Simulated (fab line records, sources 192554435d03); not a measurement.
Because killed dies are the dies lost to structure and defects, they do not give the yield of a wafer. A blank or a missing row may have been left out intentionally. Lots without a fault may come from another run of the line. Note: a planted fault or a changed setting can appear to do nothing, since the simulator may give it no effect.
Chamber matching    flow n5_finfet    3 sister chambers for N5_BEOL_M8_DEP_56 on pecvd-02
The step deposits SiCN from 3MS/NH3, target thk 10 nm, time 17.5 s. 3 wafers are shown with their chamber, then 7 later ones without.

WAFERS, EACH WITH ITS CHAMBER
wafer   chamber  throttle_valve_pct (%)
L088.5  0        9.5
L091.1  2        8.7
L091.2  1        8.4

WAFERS WITH NO CHAMBER GIVEN
wafer   throttle_valve_pct (%)
L091.3  9.4
L094.1  8.4
L094.2  9.6
L094.6  8.5
L097.4  8.2
L097.5  8.5
L097.6  9.5

WHICH CHAMBER EACH ONE RAN IN
wafer   from the rows above      in truth
L091.3  0                        0
L094.1  1                        1
L094.2  0                        0
L094.6  can't be placed: 1 or 2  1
L097.4  1                        1
L097.5  can't be placed: 1 or 2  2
L097.6  0                        0
5 of 7 placed correctly. Unplaceable from these rows: 2, with the true chamber sitting among the candidates in 2. Number placed wrongly: 0.
How it was worked out, from the rows above alone: a wafer's distance from a chamber is the root of the sum, over the readings, of the square of ((its reading less the chamber's mean) divided by the reading's scatter). If the next closest chamber is less than 2 further off than the closest, the wafer can't be placed; otherwise it belongs to the closest. Each chamber's mean is taken over the wafers shown for it. The scatter (one wafer shown for each chamber): square how far every hidden wafer sits from the nearest shown wafer, average those squares and take the square root.
